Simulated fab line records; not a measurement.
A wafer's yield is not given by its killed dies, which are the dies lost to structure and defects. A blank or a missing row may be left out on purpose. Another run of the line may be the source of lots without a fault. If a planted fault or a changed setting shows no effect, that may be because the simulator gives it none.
Struck lot and sound lot, side by side | flow nand-harc | 14 steps out of a route of 1159
Sound: wafers L653.1, L653.2, L653.4. Struck: wafers L646.4, L646.5, L646.6. The cause is named last.
Each step with rows lists, per side, the tool, then ch with its chambers, then its first start. Under that, the readings that differ: sound wafers | struck wafers | difference of the means | sigmas: that difference in standard deviations of wafers without a fault.
alike: same words and numbers on both sides, and readings whose means sit less than 2 such deviations apart. not compared: any withheld reading, any reading some wafer has no value for, any bound like >300 that may hide the same value, and any number with overlapping values for which the record gives no deviation.
A row with sigmas, a row that says differs or no value, or rows on one side alone: a step with any of these is where the two part. Numbers that don't overlap but have no deviation are shown without sigmas and don't part them. A reading missing from all wafers of one side parts the sides only when that side holds two or more wafers.

first, 2 steps without rows for these wafers: NHARC_A_SOURCE_PLATE_CVD_03 (deposits poly-Si, target thk 200 nm, time 4000 s); NHARC_A_SOURCE_PLATE_ANNEAL_05 (time 1800 s).
NHARC_A_SOURCE_PLATE_THK_MEAS_06: measures by ellipsometry.
  sound: film-metro-02 at day 12 08:16; struck: film-metro-02 at day 11 03:38
  alike: thk-nm
NHARC_A_SOURCE_PLATE_INSPECT_08:
  sound: defect-inspect-01 at day 12 08:21; struck: defect-inspect-02 at day 11 03:43
  alike: raw-defect-count
next comes 1 step that has no rows for these wafers: NHARC_A_ONON_D1_DEP_00 (target thickness 1000 nm).
NHARC_A_ONON_D1_THK_MEAS_02: measures by ellipsometry.
  sound: film-metro-01 at day 12 08:55; struck: film-metro-01 at day 11 04:29
  alike: thk-nm
next comes 1 step that has no rows for these wafers: NHARC_A_ONON_D1_DEP_03 (target thickness 1000 nm).
NHARC_A_ONON_D1_THK_MEAS_05: measures by ellipsometry.
  sound: film-metro-02 at day 12 09:29; struck: film-metro-02 at day 11 05:03
  alike: thk-nm
next comes 1 step that has no rows for these wafers: NHARC_A_ONON_D1_DEP_06 (target thickness 1000 nm).
NHARC_A_ONON_D1_THK_MEAS_08: measures by ellipsometry.
  sound: film-metro-02 at day 12 10:03; struck: film-metro-01 at day 11 05:37
  alike: thk-nm
NHARC_A_ONON_D1_DEP_09: target thk 1000 nm.
  sound on pecvd-onon-03 ch 0, day 12 10:07; struck on pecvd-onon-01 ch 0, day 11 05:50
  alike: n2o-flow-sccm
NHARC_A_ONON_D1_THK_MEAS_11: measures by ellipsometry.
  sound: film-metro-01 at day 12 10:37; struck: film-metro-01 at day 11 06:11
  reading     | sound          | struck         | difference | sigmas
  thk-nm (nm) | 1007 1003 1006 | 1040 1041 1043 | +36        | +5
next comes 1 step that has no rows for these wafers: NHARC_A_ONON_D1_DEP_12 (target thickness 1000 nm).
-- record jumps: 11 days between struck wafers' starts before vs after; left off in module A_ONON_D1, resumes in module END, first step shown is number 1159 of the route --
NHARC_END_SORT_01:
  here the record holds rows for the struck wafers (prober-02 ch 0, day 22 16:08) but none for the sound ones

## WHERE THEY PART
At NHARC_A_ONON_D1_THK_MEAS_11 first; at NHARC_END_SORT_01 last (within this record only).

WHY: what the simulator had put in
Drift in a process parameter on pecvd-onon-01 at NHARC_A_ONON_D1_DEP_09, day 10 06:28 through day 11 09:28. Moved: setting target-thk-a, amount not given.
